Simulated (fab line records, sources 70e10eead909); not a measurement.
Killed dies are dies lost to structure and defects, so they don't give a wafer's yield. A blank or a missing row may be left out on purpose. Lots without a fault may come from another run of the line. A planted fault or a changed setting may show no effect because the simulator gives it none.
fab line records | flow nand_harc
record lots=15 wafers=45 last_day=33
route steps=1302 shown A_STAIRCASE@885 A_SLIT@922
lots that met no fault: from a run of the same line without faults
start_h: hours from the record's first day to the start of the lot's first wafer shown | wait_h: hours since the lot's step before | " the same as in the row above | L1.1+2: a row that stands for several wafers | - no value, or no start given | * or withheld: withheld | < > ~ a bound
route shown NAME@n: a module of which the file shows steps, and the number in the route of the first | usual: mean/standard deviation of fault-free wafers | same: alike in all rows | chamber/n: place in a boat | sites: the reading at each site | _std_site: their standard deviation | _edge_site: outer sites' mean less inner sites' | radius_mm: how far each site lies from the wafer's centre | mask NAME#n: copy n | behind: the tool/chamber that last shaped the wafer | hold: why the lot was held/for how many hours/how that ended | device: the transistor (n, p or np) that didn't switch | end of line: the same wafers' tests at the end of the route | a step without rows: its recipe alone | killed: dies lost to structure and defects at the first sort, not the wafer's yield | map: a wafer's dies, x killed, . not, _ none there
set.NAME: the setting as run; set.NAME@STEP: as run at that earlier step | model.NAME: the simulator's own value behind a step, which no gauge read
steps of the route over a sample of lots; a table a step, a row a wafer
services: from which hour (start_h, from the record's first day; less than 0 if before it) a tool's chamber was out of use, for how many hours, and why
## steps
# step NHARC_A_STAIRCASE_DEP_471
# recipe target_thk_a=1000 temp_c=400 pressure_torr=6.5 rf_w=900 teos_flow_sccm=161.4 flow_sccm=2650 target_thk_nm=100 gas=O2 material=SiO2
# usual chamber_pressure_Torr=6.499/0.013 heater_power_outer_w=301/65 heater_power_w=557/100 throttle_valve_pct=16.4/0.47
# columns lot.wafer tool chamber start_h wait_h chamber_pressure_Torr heater_power_outer_w heater_power_w throttle_valve_pct
L180.2 pecvd-04 1 440.93 - 6.500 357 583 17.0
L180.1 " 2 " " 6.500 252 422 16.9
L180.4 " 1 " " 6.497 358 610 16.9
L183.1 pecvd-01 2 471.84 0.2 6.511 361 687 15.9
L183.6 " 0 " " 6.501 224 448 16.0
L183.5 " 1 " " 6.503 157 358 17.1
L185.3 pecvd-03 0 493.06 - 6.517 278 533 17.2
L185.5 " 0 " " 6.517 295 534 17.5
L185.6 " 2 " " 6.474 314 563 16.0
L186.2 pecvd-03 2 494.19 - 6.494 278 534 16.0
L186.1 " 0 " " 6.493 298 528 17.5
L186.5 " 0 " " 6.511 293 530 17.5
L193.2 pecvd-04 0 556.50 - 6.507 250 589 16.8
L193.3 " 2 " " 6.503 311 498 16.5
L193.6 " 2 " " 6.484 320 495 16.3
L195.3 pecvd-04 2 578.72 - 6.497 251 437 16.4
L195.5 " 2 " " 6.514 254 427 16.4
L195.6 " 1 " " 6.499 399 669 16.6
L194.3 pecvd-01 0 579.35 - 6.511 300 521 16.1
L194.4 " 2 " " 6.500 338 669 16.0
L194.6 " 0 " " 6.485 299 542 15.9
L197.2 pecvd-03 1 608.61 - 6.519 401 677 16.5
L197.3 " 2 " " 6.506 269 524 15.8
L197.6 " 2 " " 6.512 273 537 15.6
L196.1 pecvd-04 1 608.88 - 6.484 339 555 17.0
L196.2 " 2 " " 6.522 329 511 16.2
L196.3 " 0 " " 6.493 279 643 16.8
L199.3 pecvd-01 0 623.42 - 6.513 267 491 16.0
L199.2 " 2 " " 6.500 351 696 16.1
L199.5 " 1 " " 6.519 189 381 16.8
L198.3 pecvd-04 0 629.72 - 6.503 377 789 16.9
L198.5 " 0 " " 6.507 378 776 16.8
L198.4 " 1 " " 6.494 359 585 16.7
L201.3 pecvd-03 2 640.40 - 6.521 207 469 15.7
L201.5 " 0 " " 6.482 270 523 16.6
L201.6 " 2 " " 6.510 222 481 15.4
L200.1 pecvd-01 0 640.49 - 6.507 296 522 16.2
L200.3 " 2 " " 6.505 246 554 16.3
L200.4 " 2 " " 6.497 258 556 16.3
L202.3 pecvd-04 2 647.80 - 6.479 349 572 16.1
L202.1 " 1 " " 6.492 298 517 16.4
L202.5 " 0 " " 6.516 327 716 16.3
L203.3 pecvd-03 0 667.28 - 6.494 240 465 16.9
L203.2 " 1 " " 6.504 409 670 16.3
L203.4 " 2 " " 6.480 286 536 15.6
# step NHARC_A_STAIRCASE_CMP_472
# recipe material=SiO2
# usual motor_current_A=12.5/1.1
# columns lot.wafer tool chamber start_h wait_h motor_current_A
L180.2 cmp-04 3 441.18 0.2 12.4
L180.1 " 0 " " 11.7
L180.4 " 2 " " 14.1
L183.1 cmp-04 0 472.10 0.2 12.4
L183.6 " 2 " " 13.6
L183.5 " 3 " " 12.3
L185.3 cmp-02 1 493.34 0.2 13.4
L185.6 " 1 " " 13.9
L185.5 " 2 " " 10.9
L186.1 cmp-01 3 494.44 0.2 12.6
L186.2 " 2 " " 12.5
L186.5 " 0 " " 12.8
L193.3 cmp-01 3 556.77 0.2 11.7
L193.2 " 2 " " 12.1
L193.6 " 0 " " 12.4
L195.3 cmp-04 1 578.99 0.2 12.5
L195.6 " 1 " " 13.1
L195.5 " 2 " " 13.9
L194.3 cmp-04 2 579.64 0.3 13.8
L194.4 " 3 " " 12.1
L194.6 " 1 " " 13.1
L197.3 cmp-01 1 608.90 0.2 13.2
L197.2 " 0 " " 13.1
L197.6 " 1 " " 14.4
L196.1 cmp-01 1 609.16 0.2 13.6
L196.3 " 2 " " 12.4
L196.2 " 3 " " 11.9
L199.3 cmp-01 1 623.72 0.3 13.9
L199.2 " 3 " " 11.8
L199.5 " 1 " " 13.8
L198.3 cmp-04 1 630.00 0.2 12.6
L198.4 " 2 " " 13.6
L198.5 " 1 " " 12.5
L201.3 cmp-04 1 640.67 0.2 12.8
L201.5 " 3 " " 12.0
L201.6 " 0 " " 12.1
L200.4 cmp-02 1 640.77 0.1 14.1
L200.1 " 2 " " 11.4
L200.3 " 3 " " 11.3
L202.3 cmp-01 3 648.08 0.2 12.1
L202.1 " 0 " " 12.9
L202.5 " 0 " " 12.8
L203.2 cmp-02 3 667.53 0.2 11.6
L203.4 " 1 " " 14.2
L203.3 " 2 " " 10.5
# step NHARC_A_SLIT_DEP_25
# recipe target_thk_a=2000 temp_c=400 pressure_torr=6.5 rf_w=900 teos_flow_sccm=161.4 flow_sccm=2650 target_thk_nm=200 gas=O2 material=SiO2
# usual chamber_pressure_Torr=6.499/0.014 heater_power_outer_w=301/59 heater_power_w=561/95 throttle_valve_pct=16.3/0.49
# columns lot.wafer tool chamber start_h wait_h chamber_pressure_Torr heater_power_outer_w heater_power_w throttle_valve_pct
L180.1 pecvd-01 2 448.83 0.1 6.508 286 605 15.6
L180.2 " 0 " " 6.460 247 478 15.9
L180.4 " 1 " " 6.497 178 386 16.9
L183.1 pecvd-01 1 479.11 0.1 - - - -
L183.5 " 1 " " - - - -
L183.6 " 2 " " - - - -
L186.2 pecvd-02 0 501.75 0.1 - - - -
L186.1 " 1 " " - - - -
L186.5 " 1 " " - - - -
L185.3 pecvd-04 2 501.77 0.1 - - - -
L185.5 " 0 " " - - - -
L185.6 " 1 " " - - - -
L193.3 pecvd-04 1 562.05 0.1 6.503 408 675 17.0
L193.2 " 2 " " 6.503 280 453 16.5
L193.6 " 1 " " 6.518 414 668 17.1
L195.3 pecvd-01 1 587.30 0.1 6.515 230 444 16.3
L195.5 " 0 " " 6.489 296 521 15.9
L195.6 " 1 " " 6.525 234 466 16.4
L194.3 pecvd-04 0 587.57 0.1 6.506 280 632 16.9
L194.4 " 2 " " 6.500 341 525 16.2
L194.6 " 1 " " 6.499 404 671 17.0
L197.3 pecvd-04 1 617.00 0.1 6.483 294 525 17.0
L197.2 " 2 " " 6.472 324 506 16.5
L197.6 " 2 " " 6.524 328 529 16.8
L196.1 pecvd-01 1 617.18 0.3 6.531 239 484 16.6
L196.2 " 2 " " 6.486 330 652 16.1
L196.3 " 0 " " 6.516 296 520 16.0
L199.2 pecvd-02 0 633.62 0.1 6.521 330 582 16.0
L199.3 " 1 " " 6.503 309 566 15.3
L199.5 " 2 " " 6.490 299 617 16.5
L198.3 pecvd-02 0 638.42 0.3 6.514 338 590 16.5
L198.4 " 1 " " 6.491 230 466 15.5
L198.5 " 2 " " 6.505 292 606 16.8
L201.3 pecvd-02 1 651.42 0.1 6.487 295 542 15.5
L201.5 " 0 " " 6.500 425 704 16.3
L201.6 " 2 " " 6.497 302 620 17.0
L200.3 pecvd-04 2 651.49 0.1 6.476 268 473 16.2
L200.1 " 0 " " 6.478 392 788 16.3
L200.4 " 0 " " 6.485 393 797 16.3
L202.1 pecvd-01 2 659.14 0.1 6.509 356 661 16.3
L202.3 " 0 " " 6.511 300 508 16.0
L202.5 " 2 " " 6.498 362 695 16.4
L203.3 pecvd-04 1 676.92 0.1 6.507 411 657 16.3
L203.2 " 0 " " 6.511 297 672 16.7
L203.4 " 2 " " 6.527 356 568 15.9
# step NHARC_A_SLIT_CD_MEAS_09
# recipe target_cd_nm=300 landing_energy_ev=500
# usual cd_nm=299.9/0.73
# same landing_energy_ev=500
# columns lot.wafer tool chamber start_h wait_h cd_nm
L180.1 cd_sem-03 0 454.60 - 300.5
L180.2 " 0 " " 300.8
L180.4 " 0 " " 300.7
L183.1 cd_sem-02 0 483.90 - 299.7
L183.5 " 0 " " 300.8
L183.6 " 0 " " 300.5
L186.1 cd_sem-03 0 507.51 - 300.1
L186.2 " 0 " " 300.1
L186.5 " 0 " " 298.7
L185.3 cd_sem-03 0 507.67 - 299.5
L185.5 " 0 " " 298.8
L185.6 " 0 " " 299.6
L193.2 cd_sem-02 0 574.26 - 300.0
L193.3 " 0 " " 299.0
L193.6 " 0 " " 298.8
L195.3 cd_sem-01 0 593.37 - 300.8
L195.5 " 0 " " 299.7
L195.6 " 0 " " 300.3
L194.3 cd_sem-03 0 593.67 - 300.2
L194.4 " 0 " " 300.0
L194.6 " 0 " " 300.7
L197.2 cd_sem-03 0 621.77 - 298.9
L197.3 " 0 " " 298.8
L197.6 " 0 " " 299.7
L196.1 cd_sem-02 0 622.03 - 300.7
L196.2 " 0 " " 299.8
L196.3 " 0 " " 299.0
L199.2 cd_sem-02 0 638.85 - 300.0
L199.3 " 0 " " 299.9
L199.5 " 0 " " 299.2
L198.3 cd_sem-03 0 642.97 - 301.0
L198.4 " 0 " " 300.7
L198.5 " 0 " " 301.5
L201.3 cd_sem-02 0 656.21 - 300.9
L201.5 " 0 " " 300.3
L201.6 " 0 " " 299.4
L200.1 cd_sem-01 0 656.40 - 300.4
L200.3 " 0 " " 300.0
L200.4 " 0 " " 299.6
L202.1 cd_sem-02 0 665.41 - 298.5
L202.3 " 0 " " 300.2
L202.5 " 0 " " 300.1
L203.2 cd_sem-01 0 682.28 - 299.9
L203.3 " 0 " " 299.8
L203.4 " 0 " " 301.2
## services
# columns tool chamber start_h hours kind
cmp-01 - 417.38 1.9 repair
pecvd-04 - 432.86 0.8 repair
pecvd-04 - 450.03 13.0 pm
pecvd-03 - 457.40 0.9 repair
pecvd-04 1 464.66 3.9 repair
cmp-01 - 472.65 1.0 repair
cmp-01 - 479.72 4.0 pm
pecvd-01 - 482.79 0.5 repair
pecvd-01 - 494.35 13.0 pm
cmp-04 - 503.07 4.0 pm
pecvd-04 0 540.53 15.3 repair
cmp-04 - 549.56 1.7 repair
pecvd-01 - 557.62 0.6 repair
cmp-04 - 562.40 0.7 repair
pecvd-04 0 575.94 2.7 repair
cmp-01 - 577.72 4.0 pm
pecvd-01 - 592.34 0.9 repair
cmp-04 - 601.07 4.0 pm
cmp-04 - 606.51 3.2 repair
pecvd-04 - 631.03 13.0 pm
cmp-01 - 637.66 2.3 repair
pecvd-01 - 643.81 3.0 repair
pecvd-01 - 675.40 13.0 pm
cmp-01 - 675.72 4.0 pm
## key
first_sign step=NHARC_A_SLIT_DEP_25 reading=tool_record direction=missing
effect none on later readings
met_at NHARC_A_SLIT_DEP_25
struck_lots L183,L185,L186
later_rows_left_out L183.1,L183.5,L183.6,L185.3,L185.5,L185.6,L186.1,L186.2,L186.5
sort_left_out L183.1,L183.5,L183.6,L185.3,L185.5,L185.6,L186.1,L186.2,L186.5
tester_left_out L183,L185,L186
not_acting_at NHARC_A_STAIRCASE_DEP_471,NHARC_A_STAIRCASE_CMP_472,NHARC_A_SLIT_CD_MEAS_09
onset_between 448.83 479.11
fault kind=skipped_step_whole tool=pecvd-01,pecvd-02,pecvd-04 chamber=- onset_h=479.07 steps=NHARC_A_SLIT_DEP_25 scope=struck_lots_only
# tester_left_out: of these lots the tester's yield and bins aren't shown, on N5 and GAA mostly nor the transistor test; their killed dies are dies lost to structure and defects alone, not to doping, threshold or leakage, so they don't give the yield
# sort_left_out: the simulated sort isn't trusted on such a fault, so these wafers' sort isn't shown, and their yield isn't known
# later_rows_left_out: the simulator's readings of these wafers behind a module that went badly wrong aren't trusted and aren't shown, but for the sort
